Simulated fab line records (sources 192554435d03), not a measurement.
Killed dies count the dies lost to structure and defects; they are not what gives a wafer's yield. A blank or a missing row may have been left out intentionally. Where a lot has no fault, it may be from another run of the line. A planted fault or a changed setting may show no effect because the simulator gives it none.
The tool behind it: which one? ; flow n5 finfet ; 24 lots with 72 wafers sampled at 2 steps, on a route of 1938 steps

== WHAT EACH GAUGE READ, for each wafer ==
N5_BEOL_M1_THK_MEAS_53: measures by xrf.
lot;measured;on;M1_THK (nm)
L074;day 7 01:34;film metro-01;40.4 41.1 38.5
L075;day 7 07:58;film metro-02;39.7 41.2 41.3
L077;day 7 09:48;film metro-02;37.6 40.4 39.7
L078;day 7 12:49;film metro-02;39.4 39.6 40.5
L076;day 7 14:17;film metro-02;38.5 39.9 40.7
L079;day 7 17:54;film metro-02;41.1 41.0 41.9
L080;day 7 19:52;film metro-02;41.8 40.0 42.0
L081;day 8 10:01;film metro-02;40.5 41.1 41.5
L083;day 8 18:35;film metro-02;38.2 39.8 39.5
L082;day 8 21:25;film metro-02;40.3 41.0 42.0
L084;day 9 04:19;film metro-02;41.9 40.9 42.1
L085;day 9 08:07;film metro-02;41.0 40.3 43.0
L086;day 9 10:04;film metro-01;38.6 40.0 41.8
L087;day 9 18:51;film metro-01;39.7 42.5 42.4
L088;day 10 13:23;film metro-02;38.0 40.4 40.4
L089;day 10 13:10;film metro-01;39.5 41.4 39.4
L090;day 10 16:42;film metro-02;40.1 38.2 39.2
L092;day 10 23:13;film metro-02;38.2 39.0 39.0
L091;day 11 06:28;film metro-01;40.7 43.1 41.4
L093;day 11 10:34;film metro-01;36.9 40.0 38.6
L094;day 11 13:21;film metro-01;37.5 40.5 40.8
L095;day 11 15:29;film metro-01;37.9 41.8 42.2
L096;day 11 20:04;film metro-01;39.3 39.1 40.3
L097;day 12 23:15;film metro-01;40.4 42.3 42.0

== TOOL THAT RAN EACH LOT (tool first, then ch and the chambers of the sampled wafers, then the start) ==
lot;N5_BEOL_M1_ANNEAL_51
L074;rtp anneal-02 ch 0, day 7 00:58
L075;rtp anneal-02 ch 0, day 7 07:22
L077;rtp anneal-01 ch 0, day 7 09:13
L078;rtp anneal-02 ch 0, day 7 12:19
L076;rtp anneal-01 ch 0, day 7 13:41
L079;rtp anneal-02 ch 0, day 7 16:35
L080;rtp anneal-02 ch 0, day 7 19:16
L081;rtp anneal-02 ch 0, day 8 09:25
L083;rtp anneal-02 ch 0, day 8 18:02
L082;rtp anneal-02 ch 0, day 8 20:49
L084;rtp anneal-01 ch 0, day 9 03:43
L085;rtp anneal-02 ch 0, day 9 07:32
L086;rtp anneal-02 ch 0, day 9 09:28
L087;rtp anneal-02 ch 0, day 9 18:20
L088;rtp anneal-01 ch 0, day 10 12:31
L089;rtp anneal-02 ch 0, day 10 12:35
L090;rtp anneal-01 ch 0, day 10 16:07
L092;rtp anneal-02 ch 0, day 10 22:37
L091;rtp anneal-02 ch 0, day 11 05:53
L093;rtp anneal-01 ch 0, day 11 10:02
L094;rtp anneal-02 ch 0, day 11 12:46
L095;rtp anneal-01 ch 0, day 11 14:41
L096;rtp anneal-02 ch 0, day 11 19:29
L097;rtp anneal-01 ch 0, day 12 22:40
- N5_BEOL_M1_ANNEAL_51: time 90 s.

== WHAT THE TOOLS THEMSELVES READ (means of the sampled wafers that have a number; where no wafer has one, the mark that the record gives instead) ==
N5_BEOL_M1_ANNEAL_51.
lot;tool;wafer_temp_C_max
L074;rtp anneal-02;226.5
L075;rtp anneal-02;226.0
L077;rtp anneal-01;225.8
L078;rtp anneal-02;226.2
L076;rtp anneal-01;225.6
L079;rtp anneal-02;225.9
L080;rtp anneal-02;226.2
L081;rtp anneal-02;226.0
L083;rtp anneal-02;225.7
L082;rtp anneal-02;226.2
L084;rtp anneal-01;225.5
L085;rtp anneal-02;226.1
L086;rtp anneal-02;226.0
L087;rtp anneal-02;226.2
L088;rtp anneal-01;225.5
L089;rtp anneal-02;226.4
L090;rtp anneal-01;225.7
L092;rtp anneal-02;226.1
L091;rtp anneal-02;225.8
L093;rtp anneal-01;225.7
L094;rtp anneal-02;226.1
L095;rtp anneal-01;225.4
L096;rtp anneal-02;226.1
L097;rtp anneal-01;225.6

== THE ANSWER, worked out from the rows above alone ==
Rule: the lots themselves supply what counts as usual. Put in order of their means at a reading, lots are off if they are a third of the lots or fewer, leave a main group of 4 or more, and stand apart from it by a gap of 3 or more times the standard deviation of the main group's means; of several such gaps the widest counts. A main group is skipped when, at the precision printed for the reading in the tables above, its means are all equal. Also off: a lot with no number at a reading for which 4 or more lots have one. The other lots that the step has rows for count as sound. After the gauges, taken in route order, come the tools' own readings; for these a lot's mean is taken, as printed above. The first step at which some lot is off is used, and at that step the reading that is off furthest; a lot without a number counts as furthest.
Nothing can be told from this: no lot is off at any reading shown.

== WHAT THE SIMULATOR PUT IN ==
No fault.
